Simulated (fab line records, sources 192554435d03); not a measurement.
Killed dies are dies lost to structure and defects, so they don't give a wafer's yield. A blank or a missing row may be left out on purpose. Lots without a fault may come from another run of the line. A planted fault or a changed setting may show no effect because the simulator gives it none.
Split-lot experiment | flow n5_finfet | 7 lots, 21 wafers read, on a route of 1938 steps

THE SPLIT
At N5_SD_EPI_N_COAT_33 (time 60 s, resist thk 35 nm), the setting spin_rpm was moved away from the recipe's 1500 rpm on 9 of the 21 wafers read, by -8.7% to +7.9%. The other wafers ran this setting at the recipe's value.

FROM THE SPLIT TO THE READING: what the file shows between them, 3 steps
- N5_SD_EPI_N_COAT_03: resist thk 150 nm
- N5_SD_EPI_N_EBR_05
- N5_SD_EPI_N_DESCUM_14: chemistry O2, time 7.9 s

THE READING
etch.depth_nm (the simulator's own value, which no gauge read), in nm, at N5_SD_EPI_N_ETCH_34 (etches SiARC in CF4, target depth 45.5 nm, time 75.8 s). The file gives no usual value for it. The 12 wafers here that ran the recipe average 35.03 nm, standard deviation 0.12 nm.

wafer  | tool, chamber at the split | spin_rpm as run, rpm | against the recipe | etch.depth_nm, nm | against lot-mates on the recipe
L075.1 | litho_track-04, 0          | 1500                 | recipe             | 35.11             | -
L075.4 | litho_track-04, 0          | 1500                 | recipe             | 35.14             | -
L075.6 | litho_track-04, 0          | 1500                 | recipe             | 35.13             | -
L077.1 | litho_track-04, 0          | 1500                 | recipe             | 34.81             | -
L077.4 | litho_track-04, 0          | 1500                 | recipe             | 34.88             | -
L077.5 | litho_track-04, 0          | 1427                 | -4.9%              | 35.72             | +0.88
L084.2 | litho_track-02, 0          | 1428                 | -4.8%              | 35.97             | +0.92
L084.4 | litho_track-02, 0          | 1500                 | recipe             | 35.06             | -
L084.6 | litho_track-02, 0          | 1500                 | recipe             | 35.04             | -
L090.1 | litho_track-04, 0          | 1618                 | +7.9%              | 33.83             | no lot-mate on the recipe
L090.4 | litho_track-04, 0          | 1618                 | +7.9%              | 33.69             | no lot-mate on the recipe
L090.5 | litho_track-04, 0          | 1618                 | +7.9%              | 33.75             | no lot-mate on the recipe
L092.2 | litho_track-02, 0          | 1500                 | recipe             | 34.85             | -
L092.3 | litho_track-02, 0          | 1582                 | +5.5%              | 33.97             | -0.95
L092.5 | litho_track-02, 0          | 1500                 | recipe             | 35                | -
L095.2 | litho_track-01, 0          | 1500                 | recipe             | 35.12             | -
L095.3 | litho_track-01, 0          | 1500                 | recipe             | 35.17             | -
L095.6 | litho_track-01, 0          | 1500                 | recipe             | 35.05             | -
L097.3 | litho_track-01, 0          | 1369                 | -8.7%              | 36.73             | no lot-mate on the recipe
L097.4 | litho_track-01, 0          | 1369                 | -8.7%              | 36.73             | no lot-mate on the recipe
L097.6 | litho_track-01, 0          | 1369                 | -8.7%              | 36.68             | no lot-mate on the recipe

THE FIT
A straight line over all 21 wafers: etch.depth_nm changes by -0.178 nm for each +1% of spin_rpm; r = -0.99; the points scatter about the line by 0.13 nm.
The same after taking each lot's own level away (the mean of its wafers on the recipe; 15 wafers): -0.181 nm for each +1%; r = -0.99; scatter 0.044 nm.
On that fit, the largest move of spin_rpm shifts the reading by 1.6 nm.
The lots' own levels span 34.845 to 35.127 nm, that is 2.4 times the standard deviation above.
So the lot-to-lot level changes the slope little: the two slopes agree.
Check: with one of the wafers moved furthest among these (+5.5%) left out of the fit, the line predicts -1.01 nm for it against its lot-mates. It came out at -0.955 nm against them.

OTHER SPLITS ON THESE WAFERS
These wafers also went through other splits before the reading. Each is held against what the fit with the lots' levels taken away leaves over:
other split on the same wafers | wafers away from the commonest value | r with etch.depth_nm (lot level and that fit taken away)
N5_WELL_APT_PEB_06 peb_time_s  | 7                                    | -0.35
N5_FIN_SAQP_PECVD_06 time_s    | 3                                    | +0.07
N5_FIN_SAQP_COAT_49 time_s     | 5                                    | +0.17
N5_DUMMY_GATE_COAT_34 spin_rpm | 8                                    | +0.10
N5_DUMMY_GATE_COAT_09 spin_rpm | 9                                    | -0.20
N5_SPACER0_ALD_00 ald_cycles   | 5                                    | +0.25

THE WHOLE CHAIN: every reading that the file lists as answering this split, in the file's order
step                | what it does                                           | reading                                                                           | change (the file's fit)               | r (the file's)
N5_SD_EPI_N_COAT_33 | time 60 s, resist thk 35 nm                            | SiARC_of_SD_EPI_N_COAT_33.thk_nm (the simulator's own value, which no gauge read) | -0.19 nm for each +1% of the setting  | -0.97
N5_SD_EPI_N_ETCH_34 | etches SiARC in CF4, target depth 45.5 nm, time 75.8 s | etch.depth_nm (the simulator's own value, which no gauge read)                    | -0.182 nm for each +1% of the setting | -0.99

THE FILE'S OWN FIT
etch.depth_nm changes by -0.182 nm for each +1% of spin_rpm, r = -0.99.
